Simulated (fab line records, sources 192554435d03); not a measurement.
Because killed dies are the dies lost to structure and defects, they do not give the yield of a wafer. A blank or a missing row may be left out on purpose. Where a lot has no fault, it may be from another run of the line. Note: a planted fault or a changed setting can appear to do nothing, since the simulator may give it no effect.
Lot-split experiment + flow n5_finfet + 39 wafers read from 7 lots, route of 1938 steps

## THE SPLIT ITSELF
At N5_MOL_CONTACT_COAG_CVD_140 (deposits W, target thk 66.5 nm, time 215 s), the setting target_thk_a was moved away from the recipe's 665 angstrom on 12 of the 39 wafers read, by -20.0% to +42.0%. This setting was run at the recipe's value on the other wafers.

The reading is taken at the split's own step.

## THE READING
W_of_MOL_CONTACT_COAG_CVD_140.thk_nm (the simulator's own value, which no gauge read), in nm, at N5_MOL_CONTACT_COAG_CVD_140 (deposits W, target thk 66.5 nm, time 215 s). There is no usual value for it anywhere in the file. Across the 27 wafers here that went through the recipe, the average is 66.7 nm and the standard deviation 0.82 nm.

| wafer  | tool, chamber at the split | target_thk_a as run, angstrom | against the recipe | W_of_MOL_CONTACT_COAG_CVD_140.thk_nm, nm | against lot-mates on the recipe |
|--------|----------------------------|-------------------------------|--------------------|------------------------------------------|---------------------------------|
| L079.1 | cvd_w-01, 0                | 665                           | recipe             | 65.6                                     | -                               |
| L079.2 | cvd_w-01, 1                | 665                           | recipe             | 67.2                                     | -                               |
| L079.3 | cvd_w-01, 1                | 665                           | recipe             | 66.2                                     | -                               |
| L079.5 | cvd_w-01, 1                | 665                           | recipe             | 66.2                                     | -                               |
| L079.4 | cvd_w-01, 0                | 665                           | recipe             | 66.6                                     | -                               |
| L079.6 | cvd_w-01, 0                | 665                           | recipe             | 66.6                                     | -                               |
| L080.1 | cvd_w-02, 0                | 665                           | recipe             | 67.2                                     | -                               |
| L080.2 | cvd_w-02, 1                | 665                           | recipe             | 66.8                                     | -                               |
| L080.6 | cvd_w-02, 1                | 665                           | recipe             | 66.8                                     | -                               |
| L080.3 | cvd_w-02, 1                | 665                           | recipe             | 67.4                                     | -                               |
| L080.4 | cvd_w-02, 0                | 665                           | recipe             | 68                                       | -                               |
| L080.5 | cvd_w-02, 0                | 665                           | recipe             | 67.8                                     | -                               |
| L087.1 | cvd_w-02, 1                | 665                           | recipe             | 67.2                                     | -                               |
| L087.2 | cvd_w-02, 0                | 665                           | recipe             | 68.2                                     | -                               |
| L087.5 | cvd_w-02, 0                | 665                           | recipe             | 68.2                                     | -                               |
| L087.3 | cvd_w-02, 1                | 899.5                         | +35.3%             | 91.2                                     | +23.3                           |
| L087.4 | cvd_w-02, 0                | 899.5                         | +35.3%             | 91.8                                     | +23.9                           |
| L087.6 | cvd_w-02, 1                | 899.5                         | +35.3%             | 90.4                                     | +22.5                           |
| L089.1 | cvd_w-01, 1                | 665                           | recipe             | 66                                       | -                               |
| L089.2 | cvd_w-01, 0                | 532                           | -20.0%             | 51.6                                     | -14.2                           |
| L089.3 | cvd_w-01, 0                | 665                           | recipe             | 65.6                                     | -                               |
| L089.4 | cvd_w-01, 1                | 665                           | recipe             | 65.8                                     | -                               |
| L089.5 | cvd_w-01, 0                | 532                           | -20.0%             | 51.4                                     | -14.4                           |
| L089.6 | cvd_w-01, 1                | 532                           | -20.0%             | 51.8                                     | -14.0                           |
| L094.2 | cvd_w-01, 0,1              | 665                           | recipe             | 65.6                                     | -                               |
| L094.4 | cvd_w-01, 0,1              | 665                           | recipe             | 65.6                                     | -                               |
| L094.3 | cvd_w-01, 0                | 665                           | recipe             | 66.2                                     | -                               |
| L096.1 | cvd_w-02, 0                | 944.1                         | +42.0%             | 95                                       | +28.5                           |
| L096.2 | cvd_w-02, 1                | 944.1                         | +42.0%             | 94.4                                     | +27.9                           |
| L096.3 | cvd_w-02, 1                | 665                           | recipe             | 66                                       | -                               |
| L096.6 | cvd_w-02, 1                | 665                           | recipe             | 66                                       | -                               |
| L096.4 | cvd_w-02, 0                | 944.1                         | +42.0%             | 95.4                                     | +28.9                           |
| L096.5 | cvd_w-02, 0                | 665                           | recipe             | 67.6                                     | -                               |
| L097.1 | cvd_w-01, 1                | 665                           | recipe             | 66                                       | -                               |
| L097.2 | cvd_w-01, 0                | 857.5                         | +28.9%             | 85.6                                     | +19.1                           |
| L097.3 | cvd_w-01, 0                | 665                           | recipe             | 67.2                                     | -                               |
| L097.4 | cvd_w-01, 1                | 857.5                         | +28.9%             | 85.4                                     | +18.9                           |
| L097.5 | cvd_w-01, 1                | 665                           | recipe             | 66.2                                     | -                               |
| L097.6 | cvd_w-01, 0                | 857.5                         | +28.9%             | 86.4                                     | +19.9                           |
If several chambers appear in one row, that row covers several wafers at once and the file leaves open which wafer was in which chamber.

FIT RESULTS
A straight line over all 39 wafers: W_of_MOL_CONTACT_COAG_CVD_140.thk_nm changes by +0.689 nm for each +1% of target_thk_a; r = +1.00; the points scatter about the line by 0.86 nm.
The same after taking each lot's own level away (the mean of its wafers on the recipe; 39 wafers): +0.675 nm for each +1%; r = +1.00; scatter 0.53 nm.
Per that fit: largest target_thk_a move, reading shift of 28 nm.
The lots' own levels span 65.80 to 67.87 nm, that is 2.5 times the standard deviation above.
The two slopes agree, so the slope changes little with the lot-to-lot level.
Check: with one of the wafers moved furthest among these (+42.0%) left out of the fit, the line predicts +28.2 nm for it against its lot-mates. Against them it came out at +28.5 nm.

## OTHER SPLITS APPLIED TO THESE WAFERS
Other splits were also applied to these wafers ahead of the reading. Each is held against what the fit with the lots' levels taken away leaves over:
| other split on the same wafers          | wafers away from the commonest value | r with W_of_MOL_CONTACT_COAG_CVD_140.thk_nm (lot level and that fit taken away) |
|-----------------------------------------|--------------------------------------|---------------------------------------------------------------------------------|
| N5_FIN_SAQP_SPACER2_ALD_28 target_thk_a | 18                                   | +0.03                                                                           |
| N5_HKMG_FIN_CVD_62 time_s               | 9                                    | +0.16                                                                           |

## FILE'S OWN FIT
W_of_MOL_CONTACT_COAG_CVD_140.thk_nm changes by +0.673 nm for each +1% of target_thk_a, r = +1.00.
